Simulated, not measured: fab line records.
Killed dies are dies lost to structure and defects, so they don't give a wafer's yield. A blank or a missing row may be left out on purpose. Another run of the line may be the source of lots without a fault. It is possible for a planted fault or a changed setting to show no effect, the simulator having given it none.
Check for tools in common :: flow nand-harc :: 3 lots and 9 wafers in the sample

== WHY THIS WAS OPENED ==
At NHARC_END_SORT_01 the reading killed-at-array is flagged on 3 of 3 lots. Fault-free wafers read 59, with a standard deviation of 21.
Rule: a lot is flagged when every wafer of it that has a number lies more than 4 standard deviations from that mean, or none has a number. All remaining lots are regarded as sound.

lot: L181
measured: day 26 02:17
on: prober-01
killed-at-array, wafer by wafer: 673 673 668
flag: FLAGGED

lot: L184
measured: day 27 00:02
on: prober-02
killed-at-array, wafer by wafer: 668 672 676
flag: FLAGGED

lot: L185
measured: day 27 06:09
on: prober-01
killed-at-array, wafer by wafer: 676 674 673
flag: FLAGGED
The numbers of the flagged lots are 673 on average: +614 against the usual, or +29 standard deviations.

== TOOL THAT RAN EACH LOT ==
Before the reading, the record contains 3 process steps out of a 1302-step route. Read each cell as the tool, then ch plus the chambers that the sampled wafers visited, then the start.
lot: L181
flag: FLAGGED
NHARC_A_CONTACT_DEP_57: acl-dep-03 ch 0, day 22 15:59
NHARC_A_CONTACT_ETCH_125: har-cap-etch-02 ch 0,1, day 22 21:21
NHARC_A_CONTACT_ETCH_130: har-cap-etch-02 ch 0,1, day 22 22:14

lot: L184
flag: FLAGGED
NHARC_A_CONTACT_DEP_57: acl-dep-02 ch 0, day 24 04:14
NHARC_A_CONTACT_ETCH_125: har-cap-etch-02 ch 1, day 24 09:53
NHARC_A_CONTACT_ETCH_130: har-cap-etch-02 ch 1, day 24 10:46

lot: L185
flag: FLAGGED
NHARC_A_CONTACT_DEP_57: acl-dep-03 ch 0, day 24 12:42
NHARC_A_CONTACT_ETCH_125: har-cap-etch-01 ch 0,1, day 24 17:59
NHARC_A_CONTACT_ETCH_130: har-cap-etch-01 ch 0,1, day 24 18:52
These steps, and what they do:
- NHARC_A_CONTACT_DEP_57: deposits aC, target thk 5300 nm.
- NHARC_A_CONTACT_ETCH_125: etches the open film in C4F8/O2/Ar, time 197 s, target depth 1918 nm.
- NHARC_A_CONTACT_ETCH_130: etches the open film in C4F8/O2/Ar, time 197 s, target depth 1918 nm.
- NHARC_END_SORT_01

== FLAGGED OVER TOTAL, TOOL BY TOOL (the gauges that took the reading come last) ==
step: NHARC_A_CONTACT_DEP_57
tool: acl-dep-02
lots run: 1
flagged: 1
share of the flagged lots: some
sound lots run after its first flagged lot: 0

step: NHARC_A_CONTACT_DEP_57
tool: acl-dep-03
lots run: 2
flagged: 2
share of the flagged lots: some
sound lots run after its first flagged lot: 0

step: NHARC_A_CONTACT_ETCH_125
tool: har-cap-etch-01
lots run: 1
flagged: 1
share of the flagged lots: some
sound lots run after its first flagged lot: 0

step: NHARC_A_CONTACT_ETCH_125
tool: har-cap-etch-02
lots run: 2
flagged: 2
share of the flagged lots: some
sound lots run after its first flagged lot: 0

step: NHARC_A_CONTACT_ETCH_130
tool: har-cap-etch-01
lots run: 1
flagged: 1
share of the flagged lots: some
sound lots run after its first flagged lot: 0

step: NHARC_A_CONTACT_ETCH_130
tool: har-cap-etch-02
lots run: 2
flagged: 2
share of the flagged lots: some
sound lots run after its first flagged lot: 0

step: NHARC_END_SORT_01
tool: prober-01
lots run: 2
flagged: 2
share of the flagged lots: some
sound lots run after its first flagged lot: 0

step: NHARC_END_SORT_01
tool: prober-02
lots run: 1
flagged: 1
share of the flagged lots: some
sound lots run after its first flagged lot: 0

== WHAT THE TABLE PERMITS ==
No row of the table ran every flagged lot.

== WHAT HAD BEEN PUT IN BY THE SIMULATOR ==
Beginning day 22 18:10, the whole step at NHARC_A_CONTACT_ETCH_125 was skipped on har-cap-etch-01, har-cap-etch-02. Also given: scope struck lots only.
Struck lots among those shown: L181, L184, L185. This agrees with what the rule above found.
